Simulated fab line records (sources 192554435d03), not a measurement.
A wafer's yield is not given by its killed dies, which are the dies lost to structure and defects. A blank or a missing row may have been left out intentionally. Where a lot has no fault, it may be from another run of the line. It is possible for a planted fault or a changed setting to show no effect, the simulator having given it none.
Chamber matching	flow n5Finfet	N5_SD_EPI_N_LINER_46 on aldSin-01: 4 sister chambers
The step material SiNx, target thk 3 nm. 4 wafers are shown with their chamber, then 7 later ones without.

== WAFERS PAIRED WITH THEIR CHAMBERS ==
wafer	chamber	heaterPowerW (W)
L830.4	1	769
L831.1	2	956
L831.4	0	844
L831.5	3	925

== WAFERS WITH NO CHAMBER GIVEN ==
wafer	heaterPowerW (W)
L832.2	996
L832.5	993
L832.6	973
L834.2	1013
L834.4	984
L835.2	962
L835.6	968

== WHICH CHAMBER EACH ONE RAN IN ==
wafer	from the rows above	in truth
L832.2	can't be placed: 2 or 3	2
L832.5	can't be placed: 2 or 3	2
L832.6	can't be placed: 2 or 3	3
L834.2	can't be placed: 2 or 3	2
L834.4	can't be placed: 2 or 3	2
L835.2	can't be placed: 2 or 3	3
L835.6	can't be placed: 2 or 3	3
Correct placement for 0 of the 7. These rows do not allow placing 7 (true chamber among the candidates in 7). 0 placed wrongly.
How it was worked out, from the rows above alone: a wafer's distance from a chamber is the root of the sum, over the readings, of the square of ((its reading less the chamber's mean) divided by the reading's scatter). If the next closest chamber is less than 2 further off than the closest, the wafer can't be placed; otherwise it belongs to the closest. The mean given for a chamber averages the wafers shown for that chamber. The scatter: root of mean squared gap, hidden wafer to nearest shown wafer, with one shown wafer a chamber.
